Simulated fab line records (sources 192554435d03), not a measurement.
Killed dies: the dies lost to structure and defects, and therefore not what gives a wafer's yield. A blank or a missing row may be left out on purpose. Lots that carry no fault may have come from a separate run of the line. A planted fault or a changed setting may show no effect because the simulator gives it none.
Lot-split experiment    flow n5_finfet    39 wafers read across 7 lots, on a route 1938 steps long

== SPLIT DETAILS ==
At N5_SD_EPI_N_ETCH_45 (etches SiOCN in CH3F/O2, target depth 6 nm), the setting target_depth_a was moved away from the recipe's 60 angstrom on 15 of the 39 wafers read, by -27.2% to +46.3%. The other wafers ran this setting at the recipe's value.

The reading is taken at the split's own step.

== THE READING ==
etch.depth_nm (the simulator's own value, which no gauge read), in nm, at N5_SD_EPI_N_ETCH_45 (etches SiOCN in CH3F/O2, target depth 6 nm). No usual value for it is given in the file. Average 5.926 nm, standard deviation 0.072 nm, over the 24 wafers here run with the recipe.

wafer   tool, chamber at the split  target_depth_a as run, angstrom  against the recipe  etch.depth_nm, nm  against lot-mates on the recipe
L075.1  rie_diel-05, 1              60                               recipe              5.921              -
L075.2  rie_diel-05, 3              87.78                            +46.3%              8.607              +2.702
L075.3  rie_diel-05, 0              60                               recipe              5.877              -
L075.4  rie_diel-05, 2              87.78                            +46.3%              8.506              +2.601
L075.5  rie_diel-05, 1              60                               recipe              5.918              -
L075.6  rie_diel-05, 2              87.78                            +46.3%              8.523              +2.618
L081.1  rie_diel-01, 1              60                               recipe              5.893              -
L081.5  rie_diel-01, 3              60                               recipe              5.943              -
L081.6  rie_diel-01, 2              60                               recipe              6.075              -
L090.1  rie_diel-01, 0              60                               recipe              5.898              -
L090.2  rie_diel-01, 3              87.13                            +45.2%              8.65               +2.718
L090.3  rie_diel-01, 1              87.13                            +45.2%              8.514              +2.582
L090.4  rie_diel-01, 2              60                               recipe              6.048              -
L090.5  rie_diel-01, 1              60                               recipe              5.849              -
L090.6  rie_diel-01, 0              87.13                            +45.2%              8.536              +2.604
L092.1  rie_diel-05, 2              43.69                            -27.2%              4.268              -1.653
L092.2  rie_diel-05, 3              60                               recipe              5.918              -
L092.3  rie_diel-05, 1              43.69                            -27.2%              4.324              -1.597
L092.4  rie_diel-05, 2              60                               recipe              5.869              -
L092.5  rie_diel-05, 1              60                               recipe              5.977              -
L092.6  rie_diel-05, 3              43.69                            -27.2%              4.271              -1.650
L094.1  rie_diel-03, 3              80.91                            +34.9%              7.977              +2.088
L094.2  rie_diel-03, 1              80.91                            +34.9%              7.945              +2.056
L094.3  rie_diel-03, 2              60                               recipe              5.781              -
L094.4  rie_diel-03, 0              80.91                            +34.9%              8.059              +2.170
L094.5  rie_diel-03, 1              60                               recipe              5.909              -
L094.6  rie_diel-03, 0              60                               recipe              5.976              -
L095.1  rie_diel-01, 3              60                               recipe              5.933              -
L095.2  rie_diel-01, 1              60                               recipe              5.798              -
L095.3  rie_diel-01, 2              60                               recipe              5.974              -
L095.4  rie_diel-01, 3              60                               recipe              5.979              -
L095.5  rie_diel-01, 1              60                               recipe              5.802              -
L095.6  rie_diel-01, 2              60                               recipe              5.983              -
L096.1  rie_diel-03, 2              50.57                            -15.7%              4.988              -0.984
L096.2  rie_diel-03, 1              60                               recipe              5.958              -
L096.3  rie_diel-03, 0              50.57                            -15.7%              5.045              -0.927
L096.4  rie_diel-03, 3              60                               recipe              6.009              -
L096.5  rie_diel-03, 1              60                               recipe              5.948              -
L096.6  rie_diel-03, 0              50.57                            -15.7%              5.024              -0.948

THE FIT
A straight line over all 39 wafers: etch.depth_nm changes by +0.0582 nm for each +1% of target_depth_a; r = +1.00; the points scatter about the line by 0.07 nm.
The same after taking each lot's own level away (the mean of its wafers on the recipe; 39 wafers): +0.0587 nm for each +1%; r = +1.00; scatter 0.067 nm.
That fit puts the effect of the largest move of target_depth_a on the reading at 2.7 nm.
Measured against the standard deviation above, the lots' own levels, which go from 5.8887 to 5.9717 nm, span 1.1 times it.
Consequently the slope shifts little with the lot-to-lot level, the two slopes agreeing.
Check: with one of the wafers moved furthest among these (+46.3%) left out of the fit, the line predicts +2.71 nm for it against its lot-mates. It came out at +2.7 nm against them.

== THE OTHER SPLITS THESE WAFERS WENT THROUGH ==
Before the reading, these wafers also passed through other splits. Each is held against what the fit with the lots' levels taken away leaves over:
other split on the same wafers            wafers away from the commonest value  r with etch.depth_nm (lot level and that fit taken away)
N5_PMOS_HMC_CHANNEL_EPI_HM_DEP_34 time_s  18                                    -0.12

== THE FILE'S OWN FIT ==
etch.depth_nm changes by +0.0586 nm for each +1% of target_depth_a, r = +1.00.
